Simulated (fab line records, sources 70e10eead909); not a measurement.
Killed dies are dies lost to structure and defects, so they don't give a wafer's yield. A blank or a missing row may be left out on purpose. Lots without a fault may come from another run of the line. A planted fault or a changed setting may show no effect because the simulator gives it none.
fab line records | flow nand_harc
record lots=6 wafers=18 last_day=32
route steps=1302 shown A_ONON_D2@550 END@1302
lots that met no fault: from a run of the same line without faults
start_h: hours from the record's first day to the start of the lot's first wafer shown | wait_h: hours since the lot's step before | " the same as in the row above | L1.1+2: a row that stands for several wafers | - no value, or no start given | * or withheld: withheld | < > ~ a bound
route shown NAME@n: a module of which the file shows steps, and the number in the route of the first | usual: mean/standard deviation of fault-free wafers | same: alike in all rows | chamber/n: place in a boat | sites: the reading at each site | _std_site: their standard deviation | _edge_site: outer sites' mean less inner sites' | radius_mm: how far each site lies from the wafer's centre | mask NAME#n: copy n | behind: the tool/chamber that last shaped the wafer | hold: why the lot was held/for how many hours/how that ended | device: the transistor (n, p or np) that didn't switch | end of line: the same wafers' tests at the end of the route | a step without rows: its recipe alone | killed: dies lost to structure and defects at the first sort, not the wafer's yield | map: a wafer's dies, x killed, . not, _ none there
set.NAME: the setting as run; set.NAME@STEP: as run at that earlier step | model.NAME: the simulator's own value behind a step, which no gauge read
lots at some steps of the route; a table a step, a row a wafer
services: from which hour (start_h, from the record's first day; less than 0 if before it) a tool's chamber was out of use, for how many hours, and why
## steps
# step NHARC_A_ONON_D2_THK_MEAS_08
# recipe thk_meas_gauge=ellipsometry
# usual thk_nm=994/11
# columns lot.wafer tool chamber start_h wait_h thk_nm
L405.1 film_metro-01 - 281.12 - 994
L405.5 " - " " 994
L405.6 " - " " 993
L408.1 film_metro-01 - 316.29 - 1008
L408.4 " - " " 1006
L408.5 " - " " 1005
L416.1 film_metro-02 - 403.56 - 1011
L416.4 " - " " 1013
L416.5 " - " " 1012
L417.2 film_metro-02 - 417.79 - 979
L417.3 " - " " 979
L417.4 " - " " 979
L423.1 film_metro-02 - 461.03 - 991
L423.4 " - " " 989
L423.6 " - " " 989
L424.2 film_metro-02 - 471.71 - 968
L424.4 " - " " 972
L424.5 " - " " 967
# step NHARC_A_ONON_D2_DEP_09
# recipe target_thk_a=10000 n2_flow_sccm=2750 n2o_flow_sccm=2000 nh3_flow_sccm=500 sih4_flow_sccm=210 temp_c=400
# step NHARC_A_ONON_D2_THK_MEAS_11
# recipe thk_meas_gauge=ellipsometry
# usual thk_nm=998/9.7
# columns lot.wafer tool chamber start_h wait_h thk_nm
L405.1 film_metro-01 - 281.69 - 989
L405.5 " - " " 988
L405.6 " - " " 986
L408.1 film_metro-02 - 316.85 - 998
L408.4 " - " " 1001
L408.5 " - " " 999
L416.1 film_metro-02 - 404.13 - 992
L416.4 " - " " 991
L416.5 " - " " 994
L417.2 film_metro-02 - 418.36 - 996
L417.3 " - " " 996
L417.4 " - " " 995
L423.1 film_metro-02 - 461.59 - 1015
L423.4 " - " " 1015
L423.6 " - " " 1015
L424.2 film_metro-02 - 472.28 - 989
L424.4 " - " " 990
L424.5 " - " " 990
# step NHARC_A_ONON_D2_DEP_12
# recipe target_thk_a=10000 n2_flow_sccm=2750 n2o_flow_sccm=2000 nh3_flow_sccm=500 sih4_flow_sccm=210 temp_c=400
# step NHARC_A_ONON_D2_THK_MEAS_14
# recipe thk_meas_gauge=ellipsometry
# usual thk_nm=997/10
# columns lot.wafer tool chamber start_h wait_h thk_nm
L405.1 film_metro-01 - 282.25 - 972
L405.5 " - " " 976
L405.6 " - " " 973
L408.1 film_metro-02 - 317.41 - 1009
L408.4 " - " " 1006
L408.5 " - " " 1007
L416.1 film_metro-01 - 404.70 - 1008
L416.4 " - " " 1008
L416.5 " - " " 1009
L417.2 film_metro-02 - 418.93 - 993
L417.3 " - " " 994
L417.4 " - " " 994
L423.1 film_metro-02 - 462.15 - 990
L423.4 " - " " 993
L423.6 " - " " 991
L424.2 film_metro-02 - 472.84 - 998
L424.4 " - " " 998
L424.5 " - " " 999
# step NHARC_A_ONON_D2_ANNEAL_15
# recipe temp_c=750 time_s=3600
# step NHARC_A_ONON_D2_DEP_16
# recipe target_thk_a=10000 n2_flow_sccm=2750 n2o_flow_sccm=2000 nh3_flow_sccm=500 sih4_flow_sccm=210 temp_c=400
# step NHARC_A_ONON_D2_THK_MEAS_18
# recipe thk_meas_gauge=ellipsometry
# usual thk_nm=998/8.7
# columns lot.wafer tool chamber start_h wait_h thk_nm
L405.1 film_metro-01 - 290.24 - 1004
L405.5 " - " " 1002
L405.6 " - " " 1004
L408.1 film_metro-02 - 324.76 - 999
L408.4 " - " " 998
L408.5 " - " " 999
L416.1 film_metro-02 - 412.42 - 995
L416.4 " - " " 996
L416.5 " - " " 994
L417.2 film_metro-02 - 426.64 - 1008
L417.3 " - " " 1007
L417.4 " - " " 1007
L423.1 film_metro-02 - 470.80 - 1008
L423.4 " - " " 1008
L423.6 " - " " 1009
L424.2 film_metro-02 - 480.89 - 983
L424.4 " - " " 983
L424.5 " - " " 983
# step NHARC_A_ONON_D2_DEP_19
# recipe target_thk_a=10000 n2_flow_sccm=2750 n2o_flow_sccm=2000 nh3_flow_sccm=500 sih4_flow_sccm=210 temp_c=400
# step NHARC_A_ONON_D2_THK_MEAS_21
# recipe thk_meas_gauge=ellipsometry
# usual thk_nm=1001/8.8
# columns lot.wafer tool chamber start_h wait_h thk_nm
L405.1 film_metro-01 - 290.81 - 1004
L405.5 " - " " 1001
L405.6 " - " " 1003
L408.1 film_metro-02 - 325.33 - 1006
L408.4 " - " " 1006
L408.5 " - " " 1006
L416.1 film_metro-02 - 412.99 - 1019
L416.4 " - " " 1017
L416.5 " - " " 1017
L417.2 film_metro-01 - 427.21 - 988
L417.3 " - " " 988
L417.4 " - " " 989
L423.1 film_metro-01 - 471.49 - 998
L423.4 " - " " 997
L423.6 " - " " 999
L424.2 film_metro-01 - 481.45 - 1021
L424.4 " - " " 1019
L424.5 " - " " 1021
# step NHARC_A_ONON_D2_DEP_22
# recipe target_thk_a=10000 n2_flow_sccm=2750 n2o_flow_sccm=2000 nh3_flow_sccm=500 sih4_flow_sccm=210 temp_c=400
# step NHARC_A_ONON_D2_THK_MEAS_24
# recipe thk_meas_gauge=ellipsometry
# usual thk_nm=999/12
# columns lot.wafer tool chamber start_h wait_h thk_nm
L405.1 film_metro-01 - 291.38 - 988
L405.5 " - " " 986
L405.6 " - " " 988
L408.1 film_metro-02 - 325.89 - 989
L408.4 " - " " 989
L408.5 " - " " 988
L416.1 film_metro-02 - 413.56 - 1012
L416.4 " - " " 1012
L416.5 " - " " 1012
L417.2 film_metro-01 - 427.78 - 989
L417.3 " - " " 991
L417.4 " - " " 989
L423.1 film_metro-01 - 472.06 - 1006
L423.4 " - " " 1005
L423.6 " - " " 1006
L424.2 film_metro-02 - 482.02 - 988
L424.4 " - " " 987
L424.5 " - " " 987
# step NHARC_A_ONON_D2_DEP_25
# recipe target_thk_a=10000 n2_flow_sccm=2750 n2o_flow_sccm=2000 nh3_flow_sccm=500 sih4_flow_sccm=210 temp_c=400
# usual nh3_flow_sccm=500.5/1.4
# columns lot.wafer tool chamber start_h wait_h nh3_flow_sccm
L405.1 pecvd_onon-01 0 291.44 0.1 498.7
L405.5 " 0 " " 499.2
L405.6 " 0 " " 498.7
L408.1 pecvd_onon-02 0 325.95 0.1 499.9
L408.4 " 0 " " 501.4
L408.5 " 0 " " 500.7
L416.1 pecvd_onon-02 0 413.61 0.1 498.1
L416.4 " 0 " " 499.3
L416.5 " 0 " " 498.1
L417.2 pecvd_onon-02 0 427.89 0.1 502.4
L417.3 " 0 " " 502.4
L417.4 " 0 " " 502.9
L423.1 pecvd_onon-04 0 472.32 0.3 500.8
L423.4 " 0 " " 501.9
L423.6 " 0 " " 500.1
L424.2 pecvd_onon-04 0 482.13 0.1 500.9
L424.4 " 0 " " 500.4
L424.5 " 0 " " 500.8
# step NHARC_A_ONON_D2_THK_MEAS_27
# recipe thk_meas_gauge=ellipsometry
# usual thk_nm=1000/9.3
# columns lot.wafer tool chamber start_h wait_h thk_nm
L405.1 film_metro-01 - 291.95 - 1000
L405.5 " - " " 999
L405.6 " - " " 998
L408.1 film_metro-01 - 326.46 - 1018
L408.4 " - " " 1019
L408.5 " - " " 1017
L416.1 film_metro-02 - 414.12 - 668
L416.4 " - " " 668
L416.5 " - " " 667
L417.2 film_metro-01 - 428.34 - 663
L417.3 " - " " 662
L417.4 " - " " 663
L423.1 film_metro-01 - 472.84 - 1005
L423.4 " - " " 1004
L423.6 " - " " 1004
L424.2 film_metro-02 - 482.58 - 985
L424.4 " - " " 985
L424.5 " - " " 987
# step NHARC_A_ONON_D2_DEP_28
# recipe target_thk_a=10000 n2_flow_sccm=2750 n2o_flow_sccm=2000 nh3_flow_sccm=500 sih4_flow_sccm=210 temp_c=400
# step NHARC_END_SORT_01
# recipe temp_c=25
# usual killed_at_array=55/20 killed_at_other=0.7/0.96 killed_at_periphery=4.1/2.4 killed_dies=60/20 killed_open=3.3/1.9 killed_short=2.8/1.6
# same gross_dies=677
# columns lot.wafer tool chamber start_h wait_h killed_at_array killed_at_other killed_at_periphery killed_dies killed_open killed_short
L416.1 prober-01 0 690.12 2.5 669 1 7 677 1 4
L416.4 prober-01 0 692.53 3.4 670 1 6 677 4 1
L416.5 prober-01 0 693.33 3.7 673 0 4 677 3 4
L417.2 prober-01 0 698.71 2.8 673 1 3 677 1 2
L417.3 prober-01 0 699.52 3.1 666 1 10 677 3 1
L417.4 prober-01 0 700.32 3.4 670 1 6 677 2 3
# killed by level:class
L416.1 A_ONON_D2:area_dep=617 A_CHANNEL_HOLE_D1:chamber_film_flake=29 A_SLIT:chamber_film_flake=6 A_CONTACT:chamber_film_flake=6 P_GATE:chamber_film_flake=4 A_WL_FILL:chamber_film_flake=3 A_CHANNEL_HOLE_D2:chamber_film_flake=2 P_CONTACT:geometric_particle:short=1
L416.4 A_ONON_D2:area_dep=623 A_CHANNEL_HOLE_D1:chamber_film_flake=27 A_CONTACT:chamber_film_flake=9 A_CHANNEL_HOLE_D2:chamber_film_flake=4 P_CONTACT:chamber_film_flake=3 A_M0:geometric_particle:open=2 P_GATE:chamber_film_flake=2 A_WL_FILL:chamber_film_flake=2
L416.5 A_ONON_D2:area_dep=605 A_CHANNEL_HOLE_D1:chamber_film_flake=30 A_CONTACT:chamber_film_flake=10 A_SLIT:chamber_film_flake=8 A_WL_FILL:chamber_film_flake=5 A_CHANNEL_HOLE_D2:chamber_film_flake=4 A_STAIRCASE:chamber_film_flake=4 A_CHANNEL_HOLE_D2:geometric_particle:short=2
L417.2 A_ONON_D2:area_dep=624 A_SLIT:chamber_film_flake=34 A_CHANNEL_HOLE_D1:chamber_film_flake=6 A_STAIRCASE:chamber_film_flake=4 A_WL_FILL:chamber_film_flake=2 A_CHANNEL_FILL_D1:geometric_particle:open=1 A_CHANNEL_FILL_D1:geometric_particle:short=1 A_M0:geometric_particle:short=1
L417.3 A_ONON_D2:area_dep=607 A_SLIT:chamber_film_flake=39 A_STAIRCASE:chamber_film_flake=10 P_M0:chamber_film_flake=4 P_BONDPAD:chamber_film_flake=3 A_SGD_CUT:chamber_film_flake=3 A_CHANNEL_HOLE_D1:chamber_film_flake=2 P_M0:geometric_particle:open=1
L417.4 A_ONON_D2:area_dep=625 A_SLIT:chamber_film_flake=27 A_STAIRCASE:chamber_film_flake=6 A_CHANNEL_HOLE_D1:chamber_film_flake=4 A_WL_FILL:chamber_film_flake=3 P_M0:geometric_particle:open=2 P_M0:geometric_particle:short=1 A_ONON_D2:geometric_particle:short=1
# map L416.1 (x killed, . not)
____________x____________
_________xxxxxxx_________
_______xxxxxxxxxxx_______
______xxxxxxxxxxxxx______
_____xxxxxxxxxxxxxxx_____
____xxxxxxxxxxxxxxxxx____
____xxxxxxxxxxxxxxxxx____
___xxxxxxxxxxxxxxxxxxx___
___xxxxxxxxxxxxxxxxxxx___
__xxxxxxxxxxxxxxxxxxxxx__
__xxxxxxxxxxxxxxxxxxxxx__
_xxxxxxxxxxxxxxxxxxxxxxx_
_xxxxxxxxxxxxxxxxxxxxxxx_
_xxxxxxxxxxxxxxxxxxxxxxx_
_xxxxxxxxxxxxxxxxxxxxxxx_
_xxxxxxxxxxxxxxxxxxxxxxx_
xxxxxxxxxxxxxxxxxxxxxxxxx
xxxxxxxxxxxxxxxxxxxxxxxxx
xxxxxxxxxxxxxxxxxxxxxxxxx
xxxxxxxxxxxxxxxxxxxxxxxxx
xxxxxxxxxxxxxxxxxxxxxxxxx
_xxxxxxxxxxxxxxxxxxxxxxx_
_xxxxxxxxxxxxxxxxxxxxxxx_
_xxxxxxxxxxxxxxxxxxxxxxx_
_xxxxxxxxxxxxxxxxxxxxxxx_
_xxxxxxxxxxxxxxxxxxxxxxx_
__xxxxxxxxxxxxxxxxxxxxx__
__xxxxxxxxxxxxxxxxxxxxx__
___xxxxxxxxxxxxxxxxxxx___
___xxxxxxxxxxxxxxxxxxx___
____xxxxxxxxxxxxxxxxx____
____xxxxxxxxxxxxxxxxx____
_____xxxxxxxxxxxxxxx_____
______xxxxxxxxxxxxx______
_______xxxxxxxxxxx_______
_________xxxxxxx_________
____________x____________
# map L417.2 (x killed, . not)
____________x____________
_________xxxxxxx_________
_______xxxxxxxxxxx_______
______xxxxxxxxxxxxx______
_____xxxxxxxxxxxxxxx_____
____xxxxxxxxxxxxxxxxx____
____xxxxxxxxxxxxxxxxx____
___xxxxxxxxxxxxxxxxxxx___
___xxxxxxxxxxxxxxxxxxx___
__xxxxxxxxxxxxxxxxxxxxx__
__xxxxxxxxxxxxxxxxxxxxx__
_xxxxxxxxxxxxxxxxxxxxxxx_
_xxxxxxxxxxxxxxxxxxxxxxx_
_xxxxxxxxxxxxxxxxxxxxxxx_
_xxxxxxxxxxxxxxxxxxxxxxx_
_xxxxxxxxxxxxxxxxxxxxxxx_
xxxxxxxxxxxxxxxxxxxxxxxxx
xxxxxxxxxxxxxxxxxxxxxxxxx
xxxxxxxxxxxxxxxxxxxxxxxxx
xxxxxxxxxxxxxxxxxxxxxxxxx
xxxxxxxxxxxxxxxxxxxxxxxxx
_xxxxxxxxxxxxxxxxxxxxxxx_
_xxxxxxxxxxxxxxxxxxxxxxx_
_xxxxxxxxxxxxxxxxxxxxxxx_
_xxxxxxxxxxxxxxxxxxxxxxx_
_xxxxxxxxxxxxxxxxxxxxxxx_
__xxxxxxxxxxxxxxxxxxxxx__
__xxxxxxxxxxxxxxxxxxxxx__
___xxxxxxxxxxxxxxxxxxx___
___xxxxxxxxxxxxxxxxxxx___
____xxxxxxxxxxxxxxxxx____
____xxxxxxxxxxxxxxxxx____
_____xxxxxxxxxxxxxxx_____
______xxxxxxxxxxxxx______
_______xxxxxxxxxxx_______
_________xxxxxxx_________
____________x____________
## services
# columns tool chamber start_h hours kind
pecvd_onon-01 - 269.00 13.0 pm
pecvd_onon-04 - 311.28 13.0 pm
pecvd_onon-02 - 366.09 13.0 pm
pecvd_onon-01 - 450.00 13.0 pm
pecvd_onon-02 - 469.83 2.5 repair
## key
first_sign step=NHARC_A_ONON_D2_THK_MEAS_27 reading=thk_nm direction=down sigmas=36 usual=1000 struck=665
effect step=NHARC_END_SORT_01 reading=killed_dies direction=up sigmas=31 usual=60 struck=677
more_kills_born_at NHARC_A_ONON_D2_DEP_25@pecvd_onon-02=3701
met_at NHARC_A_ONON_D2_DEP_25
struck_wafers L416.1,L416.4,L416.5,L417.2,L417.3,L417.4
later_rows_left_out L416.1,L416.4,L416.5,L417.2,L417.3,L417.4
tester_left_out L416,L417
onset_between 325.95 413.61
fault kind=process_parameter_drift tool=pecvd_onon-02 chamber=- onset_h=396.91 steps=NHARC_A_ONON_D2_DEP_25 channel=target_thk_a offset=* shape=step end_h=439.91 acts_in=* stated=*
# tester_left_out: of these lots the tester's yield and bins aren't shown, on N5 and GAA mostly nor the transistor test; their killed dies are dies lost to structure and defects alone, not to doping, threshold or leakage, so they don't give the yield
# later_rows_left_out: the simulator's readings of these wafers behind a module that went badly wrong aren't trusted and aren't shown, but for the sort
